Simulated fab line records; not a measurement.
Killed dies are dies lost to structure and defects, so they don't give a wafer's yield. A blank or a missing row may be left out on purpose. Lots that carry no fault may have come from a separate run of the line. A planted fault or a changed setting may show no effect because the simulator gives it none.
Split-lot study ; flow n5_finfet ; 39 wafers read across 7 lots, on a route 1938 steps long

== ON THE SPLIT ==
At N5_PASSIVATION_ETCH_54 (etches SiO2 in CHF3/O2, target depth 880 nm, time 440 s), the setting target_depth_a was moved away from the recipe's 8800 angstrom on 9 of the 39 wafers read, by -59.4% to +49.0%. All remaining wafers had this setting at the recipe value.

Reading taken at the split's own step.

== THE READING ==
etch.depth_nm (the simulator's own value, which no gauge read), in nm, at N5_PASSIVATION_ETCH_54 (etches SiO2 in CHF3/O2, target depth 880 nm, time 440 s). The file does not state a usual value for it. Average 871.0 nm, standard deviation 15 nm, over the 30 wafers here run with the recipe.

wafer;tool, chamber at the split;target_depth_a as run, angstrom;against the recipe;etch.depth_nm, nm;against lot-mates on the recipe
L075.1;rie_diel-05, 3;8800;recipe;857.1;-
L075.2;rie_diel-05, 1;8800;recipe;869;-
L075.3;rie_diel-05, 2;8800;recipe;854.2;-
L075.4;rie_diel-05, 0;8800;recipe;893.5;-
L075.5;rie_diel-05, 3;8800;recipe;857;-
L075.6;rie_diel-05, 2;8800;recipe;854.6;-
L076.1;rie_diel-03, 3;8800;recipe;872.4;-
L076.2;rie_diel-03, 2;8800;recipe;851.1;-
L076.6;rie_diel-03, 2;8800;recipe;849.4;-
L078.1;rie_diel-05, 1;8800;recipe;875.1;-
L078.2;rie_diel-05, 3;13110;+49.0%;1281;+401.6
L078.3;rie_diel-05, 0;8800;recipe;895.4;-
L078.4;rie_diel-05, 2;8800;recipe;867.6;-
L078.5;rie_diel-05, 2;13110;+49.0%;1290;+410.6
L078.6;rie_diel-05, 3;13110;+49.0%;1274;+394.6
L079.1;rie_diel-05, 0;8800;recipe;898.6;-
L079.2;rie_diel-05, 2;8800;recipe;877.8;-
L079.3;rie_diel-05, 3;8800;recipe;867.5;-
L079.4;rie_diel-05, 1;8800;recipe;889;-
L079.5;rie_diel-05, 3;8800;recipe;869;-
L079.6;rie_diel-05, 0;8800;recipe;910.2;-
L088.1;rie_diel-05, 0;3569;-59.4%;359.1;-511.9
L088.2;rie_diel-05, 1;3569;-59.4%;356.5;-514.5
L088.3;rie_diel-05, 3;8800;recipe;862.8;-
L088.4;rie_diel-05, 3;8800;recipe;858.5;-
L088.5;rie_diel-05, 1;3569;-59.4%;357.1;-513.9
L088.6;rie_diel-05, 0;8800;recipe;891.6;-
L089.1;rie_diel-03, 1;6690;-24.0%;658;-212.0
L089.2;rie_diel-03, 0;6690;-24.0%;660.4;-209.6
L089.3;rie_diel-03, 2;8800;recipe;884;-
L089.4;rie_diel-03, 3;8800;recipe;862.1;-
L089.5;rie_diel-03, 0;6690;-24.0%;658.5;-211.5
L089.6;rie_diel-03, 1;8800;recipe;863.9;-
L093.1;rie_diel-03, 1;8800;recipe;863.9;-
L093.2;rie_diel-03, 2;8800;recipe;878.8;-
L093.3;rie_diel-03, 3;8800;recipe;857.6;-
L093.4;rie_diel-03, 0;8800;recipe;864.8;-
L093.5;rie_diel-03, 0;8800;recipe;873.1;-
L093.6;rie_diel-03, 1;8800;recipe;861.7;-

THE FIT
A straight line over all 39 wafers: etch.depth_nm changes by +8.55 nm for each +1% of target_depth_a; r = +1.00; the points scatter about the line by 14 nm.
The same after taking each lot's own level away (the mean of its wafers on the recipe; 39 wafers): +8.48 nm for each +1%; r = +1.00; scatter 12 nm.
According to that fit, moving target_depth_a by its largest amount changes the reading by 5e+02 nm.
Across the lots, their own levels run from 857.63 to 885.35 nm, a range of 1.8 times the standard deviation given above.
So the lot-to-lot level changes the slope little: the two slopes agree.
Check: with one of the wafers moved furthest among these (-59.4%) left out of the fit, the line predicts -505 nm for it against its lot-mates. Against them it came out at -512 nm.

== OTHER SPLITS ON THESE WAFERS ==
Other splits were also applied to these wafers ahead of the reading. Each is held against what the fit with the lots' levels taken away leaves over:
other split on the same wafers;wafers away from the commonest value;r with etch.depth_nm (lot level and that fit taken away)
N5_BEOL_M7_DEP_56 time_s;12;-0.18
N5_BEOL_M11_ETCH_41 time_s;18;+0.06
N5_PASSIVATION_ETCH_59 time_s;15;-0.10

== THE WHOLE CHAIN: every reading that the file lists as answering this split, in the file's order ==
step;what it does;reading;change (the file's fit);r (the file's)
N5_PASSIVATION_ETCH_54;etches SiO2 in CHF3/O2, target depth 880 nm, time 440 s;PASSIVATION.feature_depth_nm (the simulator's own value, which no gauge read);+8.5 nm for each +1% of the setting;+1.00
N5_PASSIVATION_ETCH_54;etches SiO2 in CHF3/O2, target depth 880 nm, time 440 s;etch.depth_nm (the simulator's own value, which no gauge read);+8.5 nm for each +1% of the setting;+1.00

== THE FILE'S OWN FIT ==
etch.depth_nm changes by +8.5 nm for each +1% of target_depth_a, r = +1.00.
